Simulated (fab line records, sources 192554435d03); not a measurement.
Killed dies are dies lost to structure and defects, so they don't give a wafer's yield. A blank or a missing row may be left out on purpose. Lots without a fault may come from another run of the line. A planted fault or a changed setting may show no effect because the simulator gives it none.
fab line records | flow n5_finfet
record lots=4 wafers=12 last_day=18
route steps=1938 shown BEOL_M4@1099 BEOL_M5@1112 BEOL_M11@1572 PASSIVATION@1936
lots that met no fault: from a run of the same line without faults
start_h: hours from the record's first day to the start of the lot's first wafer shown | wait_h: hours since the lot's step before | " the same as in the row above | L1.1+2: a row that stands for several wafers | - no value, or no start given | * or withheld: withheld | < > ~ a bound
route shown NAME@n: a module of which the file shows steps, and the number in the route of the first | usual: mean/standard deviation of fault-free wafers | same: alike in all rows | chamber/n: place in a boat | sites: the reading at each site | _std_site: their standard deviation | _edge_site: outer sites' mean less inner sites' | radius_mm: how far each site lies from the wafer's centre | mask NAME#n: copy n | behind: the tool/chamber that last shaped the wafer | hold: why the lot was held/for how many hours/how that ended | device: the transistor (n, p or np) that didn't switch | end of line: the same wafers' tests at the end of the route | a step without rows: its recipe alone | killed: dies lost to structure and defects at the first sort, not the wafer's yield | map: a wafer's dies, x killed, . not, _ none there
set.NAME: the setting as run; set.NAME@STEP: as run at that earlier step | model.NAME: the simulator's own value behind a step, which no gauge read
lots at some steps of the route; a table a step, a row a wafer
services: from which hour (start_h, from the record's first day; less than 0 if before it) a tool's chamber was out of use, for how many hours, and why
## steps
# step N5_BEOL_M4_ANNEAL_95
# recipe temp_c=400 time_s=240 ambient=vacuum
# step N5_BEOL_M4_SPUTTER_96
# recipe material=Cu target_thk_a=45 temp_c=-20 chamber_pressure_pa=0.07 power_w=withheld time_s=8.29
# step N5_BEOL_M4_ECD_50
# recipe material=Cu target_thk_a=3000
# step N5_BEOL_M4_ANNEAL_51
# recipe temp_c=225 time_s=90 ambient=N2
# step N5_BEOL_M4_CMP_52
# recipe stop_on=SiOC t_overpolish_s=6.8 down_force_psi=1 platen_rpm=50 clearing_platen_down_force_psi=1.5 clearing_platen_rpm=50 post_cmp_clean=cu_alkaline target_thk_nm=40 clearing_platen_pad_velocity_m_s=0.99484 pad_velocity_m_s=0.99484
# step N5_BEOL_M4_PRE_CLEAN_60
# recipe gas=NH3/H2 time_s=15 temp_c=* rf_power_w=300
# step N5_BEOL_M4_CO_CAP_55
# recipe material=Co target_thk_a=20 temp_c=200 precursor=CCTBA/H2 pressure_torr=30 time_s=102.1
# step N5_BEOL_M4_PRE_CLEAN_56
# recipe gas=NH3 time_s=15 temp_c=withheld rf_power_w=300
# step N5_BEOL_M4_DEP_57
# recipe material=SiCN target_thk_a=80 temp_c=withheld precursor=3MS/NH3 pressure_torr=3 rf_w=202 time_s=14
# step N5_BEOL_M4_RC_MEAS_101
# usual DIBL_N=36.1/1.6 DIBL_P=35.8/2.1 IOFF_N=0.16/0.031 IOFF_P=0.21/0.034 ION_N=673/12 ION_P=461/7.2 SS_N=71.4/0.59 SS_P=73.3/0.63 VT_N=250/3.1 VT_P=-250/3.3
# columns lot.wafer tool chamber start_h wait_h DIBL_N[mV/V] DIBL_P[mV/V] IOFF_N[nA/um] IOFF_P[nA/um] ION_N[uA/um] ION_P[uA/um] SS_N[mV/dec] SS_P[mV/dec] VT_N[mV] VT_P[mV]
L702.3 prober-02 0 254.15 0.3 33.5 33.2 0.13 0.17 668 463 70.3 72.5 250 -252
L702.4 " 0 " " 36.6 36.0 0.18 0.20 687 461 72.0 73.0 246 -254
L702.6 " 0 " " 33.2 32.4 0.12 0.15 671 460 70.5 72.3 253 -254
L701.2 prober-01 0 255.70 0.2 34.0 33.6 0.12 0.19 673 459 71.1 72.6 253 -250
L701.3 " 0 " " 35.0 33.9 0.13 0.18 673 460 70.8 73.0 252 -254
L701.4 " 0 " " 35.4 35.4 0.14 0.22 673 466 71.7 73.9 251 -248
L710.1 prober-02 0 301.01 0.0 36.0 34.3 0.17 0.22 693 472 71.5 72.3 246 -249
L710.3 " 0 " " 36.7 36.3 0.17 0.25 682 466 72.0 73.0 246 -246
L710.6 " 0 " " 36.7 35.1 0.17 0.23 688 476 72.0 72.8 247 -246
L705.1 prober-01 0 320.15 0.0 36.2 34.5 0.17 0.21 671 457 71.5 72.3 251 -249
L705.2 " 0 " " 38.4 36.9 0.22 0.25 692 467 71.8 73.6 246 -244
L705.6 " 0 " " 38.3 37.0 0.23 0.25 682 466 71.6 73.6 247 -245
# step N5_BEOL_M5_ILD_DEP_00
# recipe material=SiCOH_lowk target_thk_a=1406.4 temp_c=300 precursor=DEMS/porogen pressure_torr=5 rf_w=500 time_s=25.9
# step N5_BEOL_M5_CURE_79
# recipe temp_c=385 time_s=240 ambient=He/Ar material=SiCOH_lowk
# step N5_BEOL_M5_PECVD_70
# recipe material=SiO2 target_thk_a=160 temp_c=400 precursor=TEOS/O2 pressure_torr=5.5 rf_w=450 teos_flow_sccm=53.8 gas=O2 flow_sccm=3000 time_s=18
# step N5_BEOL_M5_HM_DEP_02
# recipe material=TiN target_thk_a=200 temp_c=25 chamber_pressure_pa=0.49996
# step N5_BEOL_M5_COAT_59
# recipe resist=SOC temp_c=250 time_s=60 spin_rpm=1500 resist_thk_nm=60
# step N5_BEOL_M5_COAT_60
# recipe resist=SiARC temp_c=220 time_s=60 spin_rpm=1500 resist_thk_nm=12
# step N5_BEOL_M5_COAT_71
# recipe resist=underlayer temp_c=205 time_s=60 spin_rpm=1500 resist_thk_nm=5
# step N5_BEOL_M5_COAT_05
# recipe resist=CAR-EUV spin_rpm=1500 resist_thk_nm=30
# step N5_BEOL_M5_EBR_07
# recipe solvent=PGMEA ebr_width_mm=1.5
# step N5_BEOL_M5_SOFTBAKE_06
# recipe temp_c=110 time_s=60 resist=CAR-EUV
# step N5_BEOL_M5_EXPOSE_08
# recipe mask_id=M5 na=0.33 source_shape=annular sigma_inner=0.4 sigma_outer=0.8 polarization=unpolarized target_cd_nm=28 dose_mj=35.75
# step N5_BEOL_M5_PEB_09
# recipe peb_temp_c=100 peb_time_s=60 resist=CAR-EUV
# step N5_BEOL_M5_DEVELOP_10
# recipe develop_time_s=30 developer=TMAH resist=CAR-EUV rinse_liquid=surfactant_rinse dry=air_spin dev_temp_c=23
# step N5_BEOL_M5_DESCUM_16
# recipe chemistry=O2 time_s=7 source_power_w=50 bias_power_w=20 pressure_mtorr=20 rf_frequency_hz=2.712e+07 temp_c=40 resist=CAR-EUV o2_flow_sccm=225
# step N5_BEOL_M5_ETCH_72
# recipe chemistry=N2/H2 target=underlayer target_depth_a=65 mask_material=CAR-EUV time_s=5.2 ion_energy_ev=200 pressure_mtorr=30 source_w=840 bias_w=150 n2_flow_sccm=200 h2_flow_sccm=200 ends=cleared
# step N5_BEOL_M5_ETCH_61
# recipe chemistry=CF4 target=SiARC target_depth_a=156 mask_material=CAR-EUV time_s=26 ion_energy_ev=80 pressure_mtorr=40 source_w=545 bias_w=36 Ar_flow_sccm=100 cf4_flow_sccm=100 ends=cleared
# step N5_BEOL_M5_ETCH_62
# recipe chemistry=N2/H2 target=SOC target_depth_a=750 overetch_a=150 mask_material=SiARC temp_c=40 time_s=112.5 ion_energy_ev=200 pressure_mtorr=30 source_w=840 bias_w=150 n2_flow_sccm=200 h2_flow_sccm=200
# step N5_BEOL_M5_STRIP_63
# recipe chemistry=N2/H2 temp_c=40 n2_flow_sccm=200 h2_flow_sccm=200 rf_frequency_hz=6e+07
# step N5_BEOL_M5_STRIP_73
# recipe chemistry=N2/H2 temp_c=40 n2_flow_sccm=200 h2_flow_sccm=200 rf_frequency_hz=6e+07
# step N5_BEOL_M5_STRIP_64
# recipe chemistry=CF4 resist=SiARC power_w=300 bias_power_w=75 pressure_mtorr=50 cf4_flow_sccm=150 rf_frequency_hz=6e+07
# step N5_BEOL_M5_HM_OPEN_17
# recipe chemistry=Cl2/BCl3 target_depth_a=200 overetch_a=60 target=TiN mask_material=SOC ion_energy_ev=150 pressure_mtorr=10 icp_w=1000 bias_w=126 Cl2_flow_sccm=53.25 bcl3_flow_sccm=21.75 Ar_flow_sccm=25
# step N5_BEOL_M5_STRIP_19
# recipe chemistry=O2 power_w=400 temp_c=40 pressure_mtorr=30 rf_frequency_hz=6e+07 bias_power_w=0 overash_fraction=0.2 o2_flow_sccm=225
# step N5_BEOL_M5_COAT_65
# recipe resist=SOC temp_c=250 time_s=60 spin_rpm=1500 resist_thk_nm=60
# step N5_BEOL_M5_COAT_66
# recipe resist=SiARC temp_c=220 time_s=60 spin_rpm=1500 resist_thk_nm=12
# step N5_BEOL_M11_ETCH_65
# recipe chemistry=CF4 target=SiARC target_depth_a=390 mask_material=CAR-ArF time_s=65 ion_energy_ev=80 pressure_mtorr=40 source_w=545 bias_w=36 Ar_flow_sccm=100 cf4_flow_sccm=100 ends=cleared
# usual bias_w=35.99/0.1 cf4_flow_sccm=100.00/0.27 drypump_motor_current_A=5.8/0.48 etch_rf_on_time_s=65.3/1.7 oes_product_au=0.68/0.069 rf_vpp_V=184.3/1.2 showerhead_plenum_p_Torr=2.16/0.076 throttle_valve_pct=15.70/0.18
# columns lot.wafer tool chamber start_h wait_h bias_w cf4_flow_sccm drypump_motor_current_A etch_rf_on_time_s oes_product_au rf_hours_counter_h rf_vpp_V showerhead_plenum_p_Torr throttle_valve_pct model.CAR-ArF_of_BEOL_M11_COAT_22.thk_nm
L702.3 rie_diel-06 1 319.40 0.0 - - - - - - - - - 83.4
L702.4 " 3 " " - - - - - - - - - 83.4
L702.6 " 2 " " - - - - - - - - - 83.2
L701.2 rie_diel-03 2 322.40 0.0 - - - - - - - - - 83.2
L701.3 " 3 " " - - - - - - - - - 83.6
L701.4 " 0 " " - - - - - - - - - 83
L710.1 rie_diel-06 1 366.61 0.0 35.93 99.86 6.3 66.1 0.60 221 185.6 2.19 16.05 55.6
L710.3 " 2 " " 35.96 99.38 5.4 61.9 0.75 43 186.9 2.27 15.49 55.6
L710.6 " 0 " " 36.05 100.02 5.8 65.8 0.72 - 184.2 2.18 15.82 55.8
L705.1 rie_diel-05 3 385.35 0.0 35.87 100.50 5.1 63.0 0.74 53 185.5 2.26 15.52 56
L705.2 " 2 " " 35.96 100.00 5.0 62.2 0.71 87 183.1 2.08 15.76 55.8
L705.6 " 1 " " 36.18 99.92 5.4 64.4 0.63 - 182.9 2.03 15.61 56.2
# step N5_BEOL_M11_ETCH_66
# recipe chemistry=N2/H2 target=SOC target_depth_a=1200 overetch_a=240 mask_material=SiARC temp_c=40 time_s=180 ion_energy_ev=200 pressure_mtorr=30 source_w=840 bias_w=150 n2_flow_sccm=200 h2_flow_sccm=200
# usual bias_w=150.0/0.48 chamber_pressure_mTorr=30.001/0.025 drypump_motor_current_A=5.8/0.48 h2_flow_sccm=200.0/0.63 oes_product_au=0.65/0.058 rf_vpp_V=524.7/2.6 showerhead_plenum_p_Torr=2.57/0.094 throttle_valve_pct=17.93/0.24
# columns lot.wafer tool chamber start_h wait_h bias_w chamber_pressure_mTorr drypump_motor_current_A h2_flow_sccm oes_product_au rf_hours_counter_h rf_vpp_V showerhead_plenum_p_Torr throttle_valve_pct
L702.3 rie_diel-06 1 319.45 0.0 149.9 30.012 6.4 200.3 0.27 206 527.3 2.65 18.47
L702.4 " 3 " " 148.9 29.987 5.9 199.2 0.30 131 520.9 2.46 17.91
L702.6 " 2 " " 149.4 30.003 5.4 200.7 0.33 - 527.9 2.69 17.55
L701.2 rie_diel-03 2 322.45 0.0 150.9 29.961 6.1 200.4 0.36 1 524.8 2.61 17.65
L701.3 " 3 " " 150.4 30.022 5.7 199.9 0.27 223 522.8 2.51 17.87
L701.4 " 0 " " 150.1 29.974 5.9 199.3 0.29 136 524.6 2.56 17.94
L710.1 rie_diel-06 1 366.66 0.0 149.6 30.007 6.3 199.7 0.58 222 525.4 2.64 18.54
L710.3 " 2 " " 150.7 30.003 5.5 199.7 0.69 43 528.8 2.68 17.64
L710.6 " 0 " " 150.0 30.030 5.8 199.9 0.69 - 524.8 2.58 17.98
L705.1 rie_diel-05 3 385.40 0.0 149.5 30.011 5.1 198.8 0.69 53 528.1 2.70 17.81
L705.2 " 2 " " 150.4 30.013 5.0 199.6 0.66 87 521.7 2.48 18.16
L705.6 " 1 " " 149.6 30.029 5.4 200.4 0.59 - 519.6 2.41 17.78
# step N5_PASSIVATION_PROBE_49
# usual defect_limited_yield=91.0/1.5 killed_at_M0_to_M3=35/11 killed_at_M4_up=13/6 killed_at_contacts=14/6.5 killed_at_front_end=40/12 killed_at_other=4/3.4 killed_dies=106/18 killed_on_rim=14/4.7 killed_open=68/14 killed_short=35/7.7 sort_bin_5_function=5.2/0.98 sort_bin_6_memory=3.4/0.72 sort_n_pass=1074/18 sort_yield_pct=91.0/1.5
# same gross_dies=1180 killed_at_back_side=0 sort_bin_4_leakage[%]=0 sort_bin_8_speed[%]=0
# columns lot.wafer tool chamber start_h wait_h defect_limited_yield[%] killed_at_M0_to_M3 killed_at_M4_up killed_at_contacts killed_at_front_end killed_at_other killed_dies killed_on_rim killed_open killed_short sort_bin_5_function[%] sort_bin_6_memory[%] sort_n_pass sort_yield_pct[%]
L702.3 prober-01 - 366.62 0.1 0 43 1095 17 23 2 1180 152 68 26 96.8 3.2 0 0
L702.4 prober-01 - 366.67 0.2 0 35 1103 18 24 0 1180 152 62 29 95.9 3.9 0 0
L702.6 prober-01 - 366.77 0.3 0 35 1085 23 35 2 1180 152 61 42 96.3 2.9 0 0
L701.2 prober-02 - 366.62 0.1 0 28 1101 8 40 3 1180 152 55 42 96.9 2.7 0 0
L701.3 prober-02 - 366.67 0.1 0 33 1095 15 32 5 1180 152 66 39 97.1 2.6 0 0
L701.4 prober-02 - 366.72 0.2 0 29 1093 3 52 3 1180 152 61 45 96.7 2.7 0 0
L710.1 prober-01 - 410.02 0.0 90.2 25 10 11 66 4 116 14 72 41 5.8 3.4 1064 90.2
L710.3 prober-01 - 410.12 0.1 87.7 21 16 33 75 0 145 17 103 41 6.3 5.7 1035 87.7
L710.6 prober-01 - 410.27 0.3 91.7 19 8 24 47 0 98 11 65 33 4.5 3.3 1082 91.7
L705.1 prober-02 - 425.38 0.0 89.1 33 28 28 40 0 129 16 101 28 6.2 4.7 1051 89.1
L705.2 prober-02 - 425.43 0.1 89.7 57 15 9 41 0 122 20 76 45 6.2 3.7 1058 89.7
L705.6 prober-02 - 425.63 0.3 90.3 35 25 6 49 0 115 16 77 37 5.8 3.6 1065 90.3
# killed by level:class
L702.3 BEOL_M11:area_etch=1086 MOL_CONTACT_COAG:geometric_particle:open=14 BEOL_M0_SAQP:geometric_particle:open=12 BEOL_M1:geometric_particle:open=12 BEOL_M0:geometric_particle:open=8 FIN_SAQP:geometric_particle:short=6 FIN_SAQP:geometric_particle:open=5 BEOL_M0_SAQP:geometric_particle:short=5
L701.2 BEOL_M11:area_etch=1083 BEOL_M1:geometric_particle:open=9 BEOL_M4:geometric_particle:open=8 FIN_SAQP:geometric_particle:open=7 FIN_SAQP:geometric_particle:short=7 MOL_CONTACT_COAG:geometric_particle:open=7 BEOL_M0_SAQP:geometric_particle:short=6 STARTING-WAFER:geometric_particle:open=6
L702.4 BEOL_M11:area_etch=1089 MOL_CONTACT_COAG:geometric_particle:open=13 BEOL_M0_SAQP:geometric_particle:short=9 BEOL_M3:geometric_particle:open=8 BEOL_M0_SAQP:geometric_particle:open=7 STI_FIN_REVEAL:geometric_particle:open=5 MOL_CONTACT_COAG:geometric_particle:short=5 FIN_SAQP:geometric_particle:short=4
L701.3 BEOL_M11:area_etch=1075 MOL_CONTACT_COAG:geometric_particle:open=13 BEOL_M0_SAQP:geometric_particle:open=8 BEOL_M4:geometric_particle:open=8 BEOL_M0_SAQP:geometric_particle:short=7 GATE_CUT:geometric_particle:short=6 FIN_SAQP:geometric_particle:open=5 BEOL_M2:geometric_particle:open=5
L701.4 BEOL_M11:area_etch=1072 FIN_SAQP:geometric_particle:short=16 BEOL_M0_SAQP:geometric_particle:open=15 STI_FIN_REVEAL:geometric_particle:open=9 FIN_SAQP:geometric_particle:open=7 BEOL_M4:geometric_particle:short=6 GATE_CUT:geometric_particle:short=6 GATE_CUT:geometric_particle:open=6
L702.6 BEOL_M11:area_etch=1077 MOL_CONTACT_COAG:geometric_particle:open=15 BEOL_M0_SAQP:geometric_particle:short=14 MOL_CONTACT_COAG:geometric_particle:short=8 BEOL_M0_SAQP:geometric_particle:open=8 BEOL_M2:geometric_particle:open=6 FIN_SAQP:geometric_particle:short=5 FIN_SAQP:geometric_particle:open=5
L710.1 STI_FIN_REVEAL:geometric_particle:open=20 BEOL_M0_SAQP:geometric_particle:short=14 DUMMY_GATE:geometric_particle:open=9 MOL_CONTACT_COAG:geometric_particle:open=9 FIN_SAQP:geometric_particle:open=8 GATE_CUT:geometric_particle:short=8 BEOL_M2:geometric_particle:open=6 FIN_SAQP:geometric_particle:short=4
L710.3 STI_FIN_REVEAL:geometric_particle:open=32 MOL_CONTACT_COAG:geometric_particle:open=26 STI_FIN_REVEAL:geometric_particle:short=12 BEOL_M4:geometric_particle:open=7 MOL_CONTACT_COAG:geometric_particle:short=7 BEOL_M2:geometric_particle:open=7 FIN_SAQP:geometric_particle:short=6 DUMMY_GATE:geometric_particle:open=6
L710.6 STI_FIN_REVEAL:geometric_particle:open=22 MOL_CONTACT_COAG:geometric_particle:open=16 MOL_CONTACT_COAG:geometric_particle:short=8 FIN_SAQP:geometric_particle:short=7 BEOL_M0_SAQP:geometric_particle:short=5 BEOL_M0_SAQP:geometric_particle:open=5 STI_FIN_REVEAL:geometric_particle:short=4 BEOL_M4:geometric_particle:open=4
L705.1 MOL_CONTACT_COAG:geometric_particle:open=24 BEOL_M4:geometric_particle:open=22 FIN_SAQP:geometric_particle:short=12 BEOL_M3:geometric_particle:open=9 BEOL_M2:geometric_particle:open=8 STI_FIN_REVEAL:geometric_particle:open=7 DUMMY_GATE:geometric_particle:open=5 FIN_SAQP:geometric_particle:open=4
L705.2 BEOL_M0_SAQP:geometric_particle:open=15 BEOL_M0_SAQP:geometric_particle:short=14 BEOL_M3:geometric_particle:open=13 FIN_SAQP:geometric_particle:open=10 FIN_SAQP:geometric_particle:short=10 BEOL_M4:geometric_particle:open=9 MOL_CONTACT_COAG:geometric_particle:open=6 BEOL_M3:geometric_particle:short=5
L705.6 FIN_SAQP:geometric_particle:open=13 FIN_SAQP:geometric_particle:short=12 BEOL_M4:geometric_particle:open=12 BEOL_M3:geometric_particle:open=9 STI_FIN_REVEAL:geometric_particle:open=8 BEOL_M1:geometric_particle:open=7 MOL_CONTACT_COAG:geometric_particle:open=6 BEOL_M4:geometric_particle:short=6
# map L701.2 (x killed, . not)
_________________xxxxxxxxxxxx________________
______________xxxxxxxxxxxxxxxxxx_____________
___________xxxxxxxxxxxxxxxxxxxxxxxx__________
__________xxxxxxxxxxxxxxxxxxxxxxxxxx_________
________xxxxxxxxxxxxxxxxxxxxxxxxxxxxxx_______
_______xxxxxxxxxxxxxxxxxxxxxxxxxxxxxxxx______
______xxxxxxxxxxxxxxxxxxxxxxxxxxxxxxxxxx_____
_____xxxxxxxxxxxxxxxxxxxxxxxxxxxxxxxxxxxx____
____xxxxxxxxxxxxxxxxxxxxxxxxxxxxxxxxxxxxxx___
___xxxxxxxxxxxxxxxxxxxxxxxxxxxxxxxxxxxxxxxx__
___xxxxxxxxxxxxxxxxxxxxxxxxxxxxxxxxxxxxxxxx__
__xxxxxxxxxxxxxxxxxxxxxxxxxxxxxxxxxxxxxxxxxx_
__xxxxxxxxxxxxxxxxxxxxxxxxxxxxxxxxxxxxxxxxxx_
_xxxxxxxxxxxxxxxxxxxxxxxxxxxxxxxxxxxxxxxxxxxx
_xxxxxxxxxxxxxxxxxxxxxxxxxxxxxxxxxxxxxxxxxxxx
_xxxxxxxxxxxxxxxxxxxxxxxxxxxxxxxxxxxxxxxxxxxx
_xxxxxxxxxxxxxxxxxxxxxxxxxxxxxxxxxxxxxxxxxxxx
_xxxxxxxxxxxxxxxxxxxxxxxxxxxxxxxxxxxxxxxxxxxx
_xxxxxxxxxxxxxxxxxxxxxxxxxxxxxxxxxxxxxxxxxxxx
_xxxxxxxxxxxxxxxxxxxxxxxxxxxxxxxxxxxxxxxxxxxx
_xxxxxxxxxxxxxxxxxxxxxxxxxxxxxxxxxxxxxxxxxxxx
__xxxxxxxxxxxxxxxxxxxxxxxxxxxxxxxxxxxxxxxxxx_
__xxxxxxxxxxxxxxxxxxxxxxxxxxxxxxxxxxxxxxxxxx_
___xxxxxxxxxxxxxxxxxxxxxxxxxxxxxxxxxxxxxxxx__
___xxxxxxxxxxxxxxxxxxxxxxxxxxxxxxxxxxxxxxxx__
____xxxxxxxxxxxxxxxxxxxxxxxxxxxxxxxxxxxxxx___
_____xxxxxxxxxxxxxxxxxxxxxxxxxxxxxxxxxxxx____
______xxxxxxxxxxxxxxxxxxxxxxxxxxxxxxxxxx_____
_______xxxxxxxxxxxxxxxxxxxxxxxxxxxxxxxx______
________xxxxxxxxxxxxxxxxxxxxxxxxxxxxxx_______
__________xxxxxxxxxxxxxxxxxxxxxxxxxx_________
___________xxxxxxxxxxxxxxxxxxxxxxxx__________
______________xxxxxxxxxxxxxxxxxx_____________
_________________xxxxxxxxxxxx________________
# map L702.3 (x killed, . not)
_________________xxxxxxxxxxxx________________
______________xxxxxxxxxxxxxxxxxx_____________
___________xxxxxxxxxxxxxxxxxxxxxxxx__________
__________xxxxxxxxxxxxxxxxxxxxxxxxxx_________
________xxxxxxxxxxxxxxxxxxxxxxxxxxxxxx_______
_______xxxxxxxxxxxxxxxxxxxxxxxxxxxxxxxx______
______xxxxxxxxxxxxxxxxxxxxxxxxxxxxxxxxxx_____
_____xxxxxxxxxxxxxxxxxxxxxxxxxxxxxxxxxxxx____
____xxxxxxxxxxxxxxxxxxxxxxxxxxxxxxxxxxxxxx___
___xxxxxxxxxxxxxxxxxxxxxxxxxxxxxxxxxxxxxxxx__
___xxxxxxxxxxxxxxxxxxxxxxxxxxxxxxxxxxxxxxxx__
__xxxxxxxxxxxxxxxxxxxxxxxxxxxxxxxxxxxxxxxxxx_
__xxxxxxxxxxxxxxxxxxxxxxxxxxxxxxxxxxxxxxxxxx_
_xxxxxxxxxxxxxxxxxxxxxxxxxxxxxxxxxxxxxxxxxxxx
_xxxxxxxxxxxxxxxxxxxxxxxxxxxxxxxxxxxxxxxxxxxx
_xxxxxxxxxxxxxxxxxxxxxxxxxxxxxxxxxxxxxxxxxxxx
_xxxxxxxxxxxxxxxxxxxxxxxxxxxxxxxxxxxxxxxxxxxx
_xxxxxxxxxxxxxxxxxxxxxxxxxxxxxxxxxxxxxxxxxxxx
_xxxxxxxxxxxxxxxxxxxxxxxxxxxxxxxxxxxxxxxxxxxx
_xxxxxxxxxxxxxxxxxxxxxxxxxxxxxxxxxxxxxxxxxxxx
_xxxxxxxxxxxxxxxxxxxxxxxxxxxxxxxxxxxxxxxxxxxx
__xxxxxxxxxxxxxxxxxxxxxxxxxxxxxxxxxxxxxxxxxx_
__xxxxxxxxxxxxxxxxxxxxxxxxxxxxxxxxxxxxxxxxxx_
___xxxxxxxxxxxxxxxxxxxxxxxxxxxxxxxxxxxxxxxx__
___xxxxxxxxxxxxxxxxxxxxxxxxxxxxxxxxxxxxxxxx__
____xxxxxxxxxxxxxxxxxxxxxxxxxxxxxxxxxxxxxx___
_____xxxxxxxxxxxxxxxxxxxxxxxxxxxxxxxxxxxx____
______xxxxxxxxxxxxxxxxxxxxxxxxxxxxxxxxxx_____
_______xxxxxxxxxxxxxxxxxxxxxxxxxxxxxxxx______
________xxxxxxxxxxxxxxxxxxxxxxxxxxxxxx_______
__________xxxxxxxxxxxxxxxxxxxxxxxxxx_________
___________xxxxxxxxxxxxxxxxxxxxxxxx__________
______________xxxxxxxxxxxxxxxxxx_____________
_________________xxxxxxxxxxxx________________
## services
# columns tool chamber start_h hours kind
rie_diel-03 2 302.30 - clean
rie_diel-03 2 302.30 - consumable_replace:focus_ring
rie_diel-05 3 311.98 18.2 repair
rie_diel-05 2 324.13 30.9 repair
rie_diel-06 0 381.91 6.4 repair
rie_diel-03 0 382.74 5.6 repair
## key
first_sign step=N5_BEOL_M11_ETCH_65 reading=tool_record direction=missing
effect step=N5_BEOL_M11_ETCH_66 reading=oes_product_au direction=down sigmas=5.9 usual=0.65 struck=0.30
effect step=N5_PASSIVATION_PROBE_49 reading=killed_at_M4_up direction=up sigmas=99+ usual=13 struck=1095
model_effect step=N5_BEOL_M11_ETCH_65 value=CAR-ArF_of_BEOL_M11_COAT_22.thk_nm without=55.27 struck=83.3
more_kills_born_at N5_BEOL_M11_ETCH_65@rie_diel-06=3252 N5_BEOL_M11_ETCH_65@rie_diel-03=3230
met_at N5_BEOL_M11_ETCH_65
struck_wafers L701.2,L701.3,L701.4,L702.3,L702.4,L702.6
later_rows_left_out L701.2,L701.3,L701.4,L702.3,L702.4,L702.6
fault kind=skipped_step_whole tool=rie_diel-03,rie_diel-06 chamber=- onset_h=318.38 steps=N5_BEOL_M11_ETCH_65 scope=struck_lots_only
# later_rows_left_out: the simulator's readings of these wafers behind a module that went badly wrong aren't trusted and aren't shown, but for the sort
